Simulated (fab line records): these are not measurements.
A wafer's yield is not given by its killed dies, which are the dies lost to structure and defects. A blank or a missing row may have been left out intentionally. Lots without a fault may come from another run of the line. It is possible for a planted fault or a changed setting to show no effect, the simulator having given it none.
fab line records -- flow n5-finfet
record lots=11, wafers=33, last-day=17
route steps=1938 shown BEOL_M9@1447 PASSIVATION@1906
lots that met no fault: taken from a fault-free run of the same line
start-h: hours from the record's opening day to when the first of the lot's shown wafers began -- wait-h: hours from the lot's prior step to this one -- " unchanged from the row above -- L1.1+2: a row that stands for several wafers -- - value missing, or start not given -- * or withheld: withheld -- < > ~ a bound
route shown NAME@n: names a module that has steps shown in the file, with the first one's number in the route -- usual: mean/standard deviation of fault-free wafers -- same: alike in all rows -- chamber/n: place in a boat -- sites: readings site by site -- _std_site: how widely they spread, as a standard deviation -- _edge_site: outer sites' mean less inner sites' -- radius-mm: for every site, how far away it sits from the centre of the wafer -- mask NAME#n: copy n -- behind: the last tool/chamber to shape the wafer -- hold: why the lot went on hold/how many hours it stayed there/how the hold came to an end -- device: the n, p or np transistor that did not switch -- end of line: the route-end tests of the same wafers -- for a step that has no rows: nothing shown but its recipe -- killed: dies lost to structure and defects at the first sort, not the wafer's yield -- map: a wafer's dies, marking killed ones x, the rest . and places with no die _
set.NAME: the setting that was run; set.NAME@STEP: the one run at that earlier step -- model.NAME: the simulator's own value behind a step, which no gauge read
a sample of lots followed through the steps of the route, with each step as a table and each wafer as a row
services: the hour from which a tool's chamber was out of use, counted from the record's first day as start-h (under 0 if before that day), plus the number of hours and why
## steps
# step N5_BEOL_M9_ETCH_41
# recipe chemistry=CH3F/O2, target=SiCN, target-depth-a=366, taper-deg=2, time-s=70.1, ion-energy-ev=120, mask-material=TiN, pressure-mtorr=30, source-w=395, bias-w=75, Ar_flow_sccm=150, CH3F_flow_sccm=30, O2_flow_sccm=20
# usual drypump-motor-current-A=5.5/0.52, oes-product-au=0.78/0.081, rf-vpp-V=297.5/1.5, showerhead-plenum-p-Torr=2.01/0.061, throttle-valve-pct=16.33/0.22
lot.wafer,tool,chamber,start-h,wait-h,drypump-motor-current-A,oes-product-au,rf-hours-counter-h,rf-vpp-V,showerhead-plenum-p-Torr,throttle-valve-pct
L189.1,rie-diel-06,1,204.40,-,5.3,0.87,68,298.9,2.03,16.33
L189.5,rie-diel-06,3,204.40,-,6.8,0.87,-,296.5,2.04,16.14
L189.6,rie-diel-06,0,204.40,-,5.5,0.74,-,295.0,1.92,16.57
L191.4,rie-diel-06,0,226.68,-,5.5,0.75,165,295.3,1.92,16.58
L191.5,rie-diel-06,2,226.68,-,5.7,0.73,-,295.0,1.92,16.68
L191.6,rie-diel-06,3,226.68,-,6.8,0.86,-,296.3,2.04,16.14
L192.1,rie-diel-03,0,227.05,-,5.4,0.69,207,299.2,2.06,16.35
L192.2,rie-diel-03,1,227.05,-,5.2,0.69,218,297.1,2.06,16.41
L192.6,rie-diel-03,2,227.05,-,4.8,0.92,-,296.7,1.97,15.82
L194.4,rie-diel-03,0,235.93,-,5.3,0.70,-,299.7,2.06,16.37
L194.5,rie-diel-03,1,235.93,-,5.2,0.68,-,298.8,2.06,16.42
L194.6,rie-diel-03,2,235.93,-,4.8,0.91,-,297.3,1.97,15.84
L197.2,rie-diel-06,0,253.82,-,5.5,0.75,173,296.9,1.92,16.59
L197.3,rie-diel-06,3,253.82,-,6.8,0.85,62,298.1,2.04,16.15
L197.6,rie-diel-06,0,253.82,-,5.5,0.74,-,297.4,1.92,16.58
L196.2,rie-diel-06,3,258.18,-,6.8,0.84,64,298.2,2.04,16.15
L196.4,rie-diel-06,2,258.18,-,5.7,0.71,165,294.9,1.91,16.71
L196.6,rie-diel-06,0,258.18,-,5.5,0.73,-,294.5,1.92,16.59
L199.1,rie-diel-06,1,260.81,-,5.3,0.84,86,298.3,2.02,16.36
L199.2,rie-diel-06,2,260.81,-,5.6,0.72,166,294.2,1.91,16.70
L199.4,rie-diel-06,0,260.81,-,5.5,0.73,176,295.7,1.92,16.61
L202.3,rie-diel-03,3,284.00,-,5.1,0.81,118,297.6,2.01,16.26
L202.5,rie-diel-03,0,284.00,-,5.3,0.68,-,299.3,2.05,16.38
L202.6,rie-diel-03,3,284.00,-,5.1,0.81,-,296.4,2.01,16.24
L201.1,rie-diel-05,0,284.21,-,5.3,0.73,191,297.5,2.00,16.22
L201.3,rie-diel-05,3,284.21,-,5.4,0.72,202,299.4,2.07,16.39
L201.4,rie-diel-05,1,284.21,-,5.6,0.89,-,299.4,2.13,16.34
L206.3,rie-diel-05,0,311.89,-,5.3,0.72,201,297.0,1.99,16.24
L206.4,rie-diel-05,2,311.89,-,6.0,0.91,22,297.8,1.96,16.23
L206.6,rie-diel-05,2,311.89,-,5.9,0.90,-,296.4,1.96,16.23
L210.2,rie-diel-03,1,332.48,-,5.2,0.67,247,299.1,2.06,16.46
L210.3,rie-diel-03,2,332.48,-,4.8,0.86,43,295.2,1.96,15.88
L210.6,rie-diel-03,3,332.48,-,5.1,0.80,-,298.4,2.01,16.26
# step N5_PASSIVATION_OVL_MEAS_63
# recipe points-per-wafer=44
# usual PAD_OVL=1/5.6
lot.wafer,tool,chamber,start-h,wait-h,PAD_OVL[nm]
L189.1,overlay-01,0,260.44,0.0,-3
L189.5,overlay-01,0,260.44,0.0,-3
L189.6,overlay-01,0,260.44,0.0,3
L192.1,overlay-02,0,273.65,0.0,-1
L192.2,overlay-02,0,273.65,0.0,-3
L192.6,overlay-02,0,273.65,0.0,5
L191.4,overlay-02,0,278.63,0.0,8
L191.5,overlay-02,0,278.63,0.0,9
L191.6,overlay-02,0,278.63,0.0,10
L194.4,overlay-01,0,284.75,0.0,11
L194.5,overlay-01,0,284.75,0.0,2
L194.6,overlay-01,0,284.75,0.0,9
L196.2,overlay-02,0,310.19,0.0,0
L196.4,overlay-02,0,310.19,0.0,6
L196.6,overlay-02,0,310.19,0.0,-3
L197.2,overlay-02,0,313.61,0.0,-5
L197.3,overlay-02,0,313.61,0.0,-2
L197.6,overlay-02,0,313.61,0.0,-11
L199.1,overlay-01,0,316.42,0.0,-4
L199.2,overlay-01,0,316.42,0.0,0
L199.4,overlay-01,0,316.42,0.0,0
L202.3,overlay-01,0,340.24,0.0,1
L202.5,overlay-01,0,340.24,0.0,-4
L202.6,overlay-01,0,340.24,0.0,13
L201.1,overlay-01,0,342.39,0.0,-1
L201.3,overlay-01,0,342.39,0.0,8
L201.4,overlay-01,0,342.39,0.0,0
L206.3,overlay-01,0,367.18,0.0,2
L206.4,overlay-01,0,367.18,0.0,5
L206.6,overlay-01,0,367.18,0.0,2
L210.2,overlay-02,0,396.90,0.0,-4
L210.3,overlay-02,0,396.90,0.0,-6
L210.6,overlay-02,0,396.90,0.0,2
# step N5_PASSIVATION_CD_MEAS_44
# recipe target-cd-nm=40000, landing-energy-ev=500, detector=se-inlens
# usual cd-nm=39999/2.7
# same landing-energy-ev=500
lot.wafer,tool,chamber,start-h,wait-h,cd-nm
L189.1,cd-sem-02,0,262.63,-,39999
L189.5,cd-sem-02,0,262.63,-,40001
L189.6,cd-sem-02,0,262.63,-,39995
L192.1,cd-sem-03,0,275.54,-,39996
L192.2,cd-sem-03,0,275.54,-,39997
L192.6,cd-sem-03,0,275.54,-,39996
L191.4,cd-sem-02,0,280.65,-,40001
L191.5,cd-sem-02,0,280.65,-,39996
L191.6,cd-sem-02,0,280.65,-,40002
L194.4,cd-sem-03,0,286.58,-,40000
L194.5,cd-sem-03,0,286.58,-,40002
L194.6,cd-sem-03,0,286.58,-,40000
L196.2,cd-sem-01,0,312.05,-,39994
L196.4,cd-sem-01,0,312.05,-,39998
L196.6,cd-sem-01,0,312.05,-,40000
L197.2,cd-sem-02,0,315.44,-,39994
L197.3,cd-sem-02,0,315.44,-,39993
L197.6,cd-sem-02,0,315.44,-,39991
L199.1,cd-sem-02,0,318.26,-,40001
L199.2,cd-sem-02,0,318.26,-,40001
L199.4,cd-sem-02,0,318.26,-,40001
L202.3,cd-sem-02,0,342.12,-,39999
L202.5,cd-sem-02,0,342.12,-,39995
L202.6,cd-sem-02,0,342.12,-,39998
L201.1,cd-sem-01,0,344.56,-,39996
L201.3,cd-sem-01,0,344.56,-,39997
L201.4,cd-sem-01,0,344.56,-,39998
L206.3,cd-sem-02,0,369.04,-,40000
L206.4,cd-sem-02,0,369.04,-,39996
L206.6,cd-sem-02,0,369.04,-,40001
L210.2,cd-sem-02,0,398.97,-,39997
L210.3,cd-sem-02,0,398.97,-,39996
L210.6,cd-sem-02,0,398.97,-,39996
# step N5_PASSIVATION_ETCH_54
# recipe chemistry=CHF3/O2, target=SiO2, target-depth-a=8800, CHF3_flow_sccm=50, O2_flow_sccm=5, Ar_flow_sccm=200, time-s=440, mask-material=PR, pressure-mtorr=30, source-w=650, bias-w=170, ion-energy-ev=200
# usual drypump-motor-current-A=5.6/0.41, oes_o_777_au=0.79/0.057, oes-product-au=0.79/0.063, rf-vpp-V=524/6.4, showerhead-plenum-p-Torr=2.41/0.067, throttle-valve-pct=18.93/0.26
lot.wafer,tool,chamber,start-h,wait-h,drypump-motor-current-A,oes_o_777_au,oes-product-au,rf-hours-counter-h,rf-vpp-V,showerhead-plenum-p-Torr,throttle-valve-pct
L189.1,rie-diel-01,1,263.66,0.1,6.1,0.74,0.74,149,520,2.31,19.10
L189.5,rie-diel-01,3,263.66,0.1,6.2,0.79,0.79,-,528,2.51,19.22
L189.6,rie-diel-01,2,263.66,0.1,5.6,0.87,0.85,-,533,2.53,18.38
L192.1,rie-diel-01,2,276.15,0.1,5.6,0.86,0.85,65,534,2.53,18.38
L192.2,rie-diel-01,1,276.15,0.1,6.1,0.74,0.74,155,519,2.31,19.11
L192.6,rie-diel-01,0,276.15,0.1,5.9,0.89,0.89,-,525,2.45,18.66
L191.4,rie-diel-04,3,281.12,0.1,5.4,0.78,0.78,126,518,2.42,18.96
L191.5,rie-diel-04,3,281.12,0.1,5.4,0.79,0.77,-,518,2.42,18.97
L191.6,rie-diel-04,2,281.12,0.1,5.6,0.84,0.85,-,521,2.44,19.02
L194.4,rie-diel-04,3,286.93,0.1,5.4,0.79,0.77,129,517,2.42,18.96
L194.5,rie-diel-04,2,286.93,0.1,5.6,0.83,0.85,-,520,2.44,19.02
L194.6,rie-diel-04,3,286.93,0.1,5.4,0.79,0.77,-,520,2.42,18.97
L196.2,rie-diel-04,1,312.40,0.1,4.7,0.89,0.90,19,526,2.37,18.70
L196.4,rie-diel-04,2,312.40,0.1,5.7,0.83,0.83,68,520,2.43,19.04
L196.6,rie-diel-04,2,312.40,0.1,5.7,0.83,0.84,-,521,2.43,19.04
L197.2,rie-diel-01,3,315.85,0.1,6.3,0.77,0.77,148,529,2.50,19.25
L197.3,rie-diel-01,2,315.85,0.1,5.6,0.85,0.84,76,535,2.53,18.41
L197.6,rie-diel-01,1,315.85,0.1,6.1,0.73,0.72,-,517,2.31,19.14
L199.1,rie-diel-02,1,318.64,0.1,5.3,0.83,0.84,62,529,2.34,18.65
L199.2,rie-diel-02,0,318.64,0.1,5.6,0.73,0.71,222,519,2.39,19.19
L199.4,rie-diel-02,2,318.64,0.1,5.0,0.70,0.68,226,515,2.29,19.24
L202.3,rie-diel-04,1,342.52,0.1,4.7,0.87,0.88,29,524,2.36,18.71
L202.5,rie-diel-04,3,342.52,0.1,5.4,0.77,0.76,-,519,2.41,18.98
L202.6,rie-diel-04,0,342.52,0.1,5.5,0.82,0.82,-,533,2.43,19.02
L201.1,rie-diel-04,0,344.98,0.1,5.5,0.81,0.83,96,532,2.43,19.02
L201.3,rie-diel-04,3,344.98,0.1,5.4,0.77,0.76,149,518,2.41,18.98
L201.4,rie-diel-04,3,344.98,0.1,5.4,0.77,0.75,-,519,2.41,18.99
L206.3,rie-diel-01,0,369.46,0.1,5.9,0.85,0.86,75,525,2.44,18.71
L206.4,rie-diel-01,1,369.46,0.1,6.1,0.71,0.71,191,518,2.30,19.17
L206.6,rie-diel-01,3,369.46,0.1,6.2,0.76,0.76,-,531,2.50,19.27
L210.2,rie-diel-04,2,399.57,0.1,5.6,0.80,0.81,94,521,2.42,19.08
L210.3,rie-diel-04,0,399.57,0.1,5.5,0.80,0.79,113,533,2.43,19.04
L210.6,rie-diel-04,3,399.57,0.1,5.4,0.75,0.75,-,516,2.41,19.03
# step N5_PASSIVATION_PROBE_49
# usual defect-limited-yield=91.1/1.4, killed_at_M0_to_M3=35/8.7, killed_at_M4_up=14/5.3, killed-at-contacts=12/6.2, killed-at-front-end=41/12, killed-at-other=3.4/2.6, killed-dies=105/16, killed-open=67/13, killed-short=36/7.3, sort_bin_5_function=5.2/0.96, sort_bin_6_memory=3.3/0.6, sort-n-pass=1075/16, sort-yield-pct=91.1/1.4
# same gross-dies=1180, killed-at-back-side=0, sort_bin_4_leakage[%]=0, sort_bin_8_speed[%]=0
lot.wafer,tool,chamber,start-h,wait-h,defect-limited-yield[%],killed_at_M0_to_M3,killed_at_M4_up,killed-at-contacts,killed-at-front-end,killed-at-other,killed-dies,killed-open,killed-short,sort_bin_5_function[%],sort_bin_6_memory[%],sort-n-pass,sort-yield-pct[%]
L196.2,prober-01,-,315.23,0.1,89.0,49,8,14,56,3,130,80,49,6.0,4.5,1050,89.0
L196.4,prober-01,-,315.33,0.2,89.4,46,16,10,51,2,125,89,36,6.2,4.1,1055,89.4
L196.6,prober-01,-,315.43,0.3,90.1,30,10,18,54,5,117,86,31,6.4,3.0,1063,90.1
L197.2,prober-01,-,318.68,0.1,92.1,23,15,12,39,4,93,60,30,4.7,3.0,1087,92.1
L197.3,prober-01,-,318.73,0.1,92.9,25,12,9,35,3,84,48,32,3.4,3.5,1096,92.9
L197.6,prober-01,-,318.88,0.3,93.1,27,15,9,29,1,81,49,32,3.7,3.1,1099,93.1
L202.3,prober-02,-,345.40,0.1,89.2,39,21,17,45,5,127,86,39,6.2,4.2,1053,89.2
L202.5,prober-02,-,345.50,0.2,93.8,19,19,6,28,1,73,50,19,3.8,1.9,1107,93.8
L202.6,prober-02,-,345.55,0.3,92.6,17,10,13,42,5,87,54,32,4.0,3.0,1093,92.6
L206.3,prober-01,-,372.34,0.1,80.2,32,160,15,26,1,234,57,33,12.0,4.0,946,80.2
L206.4,prober-01,-,372.39,0.2,93.8,26,22,4,21,0,73,42,30,3.3,2.7,1107,93.8
L206.6,prober-01,-,372.49,0.3,94.2,25,18,3,20,2,68,48,18,3.2,2.3,1112,94.2
# killed by level:class
L196.2 BEOL_M1:geometric-particle:open=14 STI_FIN_REVEAL:geometric-particle:open=14 MOL_CONTACT_COAG:geometric-particle:open=11 BEOL_M0_SAQP:geometric-particle:short=10 FIN_SAQP:geometric-particle:short=7 FIN_SAQP:geometric-particle:open=7 BEOL_M3:geometric-particle:open=6 BEOL_M0_SAQP:geometric-particle:open=6
L196.4 STI_FIN_REVEAL:geometric-particle:open=24 BEOL_M0_SAQP:geometric-particle:open=17 FIN_SAQP:geometric-particle:open=9 BEOL_M2:geometric-particle:open=7 MOL_CONTACT_COAG:geometric-particle:open=6 BEOL_M0_SAQP:geometric-particle:short=6 FIN_SAQP:geometric-particle:short=5 MOL_CONTACT_COAG:geometric-particle:short=4
L196.6 MOL_CONTACT_COAG:geometric-particle:open=14 STI_FIN_REVEAL:geometric-particle:open=12 BEOL_M0_SAQP:geometric-particle:open=10 FIN_SAQP:geometric-particle:open=8 ILD0:geometric-particle:open=7 BEOL_M3:geometric-particle:open=6 FIN_SAQP:geometric-particle:short=5 DUMMY_GATE:geometric-particle:open=5
L197.2 MOL_CONTACT_COAG:geometric-particle:open=10 BEOL_M2:geometric-particle:open=10 FIN_SAQP:geometric-particle:short=6 DUMMY_GATE:geometric-particle:open=6 BEOL_M4:geometric-particle:open=5 FIN_SAQP:geometric-particle:open=4 STI_FIN_REVEAL:geometric-particle:open=4 STARTING-WAFER:geometric-particle:open=4
L197.3 FIN_SAQP:geometric-particle:short=8 FIN_SAQP:geometric-particle:open=8 MOL_CONTACT_COAG:geometric-particle:open=8 BEOL_M3:geometric-particle:short=6 STI_FIN_REVEAL:geometric-particle:open=5 BEOL_M0_SAQP:geometric-particle:open=5 BEOL_M2:geometric-particle:open=5 DUMMY_GATE:geometric-particle:open=4
L197.6 BEOL_M1:geometric-particle:open=10 FIN_SAQP:geometric-particle:open=8 FIN_SAQP:geometric-particle:short=7 MOL_CONTACT_COAG:geometric-particle:open=7 BEOL_M4:geometric-particle:open=6 BEOL_M0_SAQP:geometric-particle:short=4 STI_FIN_REVEAL:geometric-particle:open=3 GATE_CUT:geometric-particle:short=3
L202.3 MOL_CONTACT_COAG:geometric-particle:open=13 BEOL_M4:geometric-particle:open=12 FIN_SAQP:geometric-particle:open=11 BEOL_M1:geometric-particle:open=8 BEOL_M2:geometric-particle:open=8 BEOL_M3:geometric-particle:open=7 FIN_SAQP:geometric-particle:short=6 DUMMY_GATE:geometric-particle:open=6
L202.5 BEOL_M4:geometric-particle:open=9 STI_FIN_REVEAL:geometric-particle:open=5 GATE_CUT:geometric-particle:short=5 MOL_CONTACT_COAG:geometric-particle:open=5 BEOL_M2:geometric-particle:open=5 BEOL_M3:geometric-particle:open=5 BEOL_M6:geometric-particle:open=4 DUMMY_GATE:geometric-particle:open=3
L202.6 MOL_CONTACT_COAG:geometric-particle:open=11 STI_FIN_REVEAL:geometric-particle:open=7 GATE_CUT:geometric-particle:short=6 STARTING-WAFER:geometric-particle:open=6 DUMMY_GATE:geometric-particle:open=5 BEOL_M0_SAQP:geometric-particle:open=5 PAD_METAL:geometric-particle:short=4 ILD0:geometric-particle:open=4
L206.3 BEOL_M9:unspecified=141 BEOL_M2:geometric-particle:open=11 MOL_CONTACT_COAG:geometric-particle:open=9 FIN_SAQP:geometric-particle:short=5 GATE_CUT:geometric-particle:short=5 MOL_CONTACT_COAG:geometric-particle:short=5 GATE_CUT:geometric-particle:open=4 BEOL_M0_SAQP:geometric-particle:short=4
L206.4 FIN_SAQP:geometric-particle:short=8 BEOL_M4:geometric-particle:short=7 BEOL_M0_SAQP:geometric-particle:short=5 BEOL_M0:geometric-particle:open=5 BEOL_M1:geometric-particle:open=5 BEOL_M4:geometric-particle:open=5 GATE_CUT:geometric-particle:short=4 MOL_CONTACT_COAG:geometric-particle:open=4
L206.6 BEOL_M0_SAQP:geometric-particle:open=6 BEOL_M2:geometric-particle:open=6 DUMMY_GATE:geometric-particle:open=4 GATE_CUT:geometric-particle:short=4 BEOL_M5:geometric-particle:open=4 FIN_SAQP:geometric-particle:open=3 BEOL_M0:geometric-particle:open=3 BEOL_M3:geometric-particle:open=3
## services
tool,chamber,start-h,hours,kind
rie-diel-02,0,180.49,4.4,repair
rie-diel-03,2,208.36,12.5,repair
rie-diel-03,3,217.87,22.0,repair
rie-diel-02,-,220.78,2.3,repair
rie-diel-04,1,229.53,-,clean
rie-diel-04,1,229.53,-,consumable-replace:focus-ring
rie-diel-05,3,240.96,8.6,repair
rie-diel-01,3,270.15,5.9,repair
rie-diel-05,2,283.44,5.7,repair
rie-diel-01,2,285.76,10.5,repair
rie-diel-03,1,291.24,4.8,repair
rie-diel-03,-,296.14,0.2,repair
rie-diel-01,0,307.46,4.7,repair
rie-diel-06,-,307.82,0.2,repair
rie-diel-01,0,314.89,13.9,repair
rie-diel-01,1,329.92,2.2,repair
rie-diel-03,0,341.19,7.5,repair
rie-diel-04,3,350.74,3.8,repair
rie-diel-01,-,352.40,0.5,repair
rie-diel-06,1,372.25,20.2,repair
rie-diel-01,-,374.73,2.8,pm
rie-diel-05,2,385.76,2.4,repair
rie-diel-01,0,391.51,7.0,repair
rie-diel-06,0,394.34,4.2,repair
## key
first-sign step=N5_PASSIVATION_PROBE_49, reading=killed_at_M4_up, direction=up, sigmas=27, usual=14, struck=160
effect step=N5_PASSIVATION_PROBE_49, reading=killed-dies, direction=up, sigmas=7.9, usual=105, struck=234
more-kills-born-at N5_BEOL_M9_ETCH_41@rie-diel-05=141
met-at N5_BEOL_M9_ETCH_41
struck-lots L206
struck-wafers L206.3
not-acting-at N5_PASSIVATION_OVL_MEAS_63,N5_PASSIVATION_CD_MEAS_44,N5_PASSIVATION_ETCH_54
onset-between 284.21 311.89
fault kind=chamber-particle-source, tool=rie-diel-05, chamber=0, onset-h=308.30, steps=N5_BEOL_M9_ETCH_41, rate-per-visit-cm2=1.1658, end-h=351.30
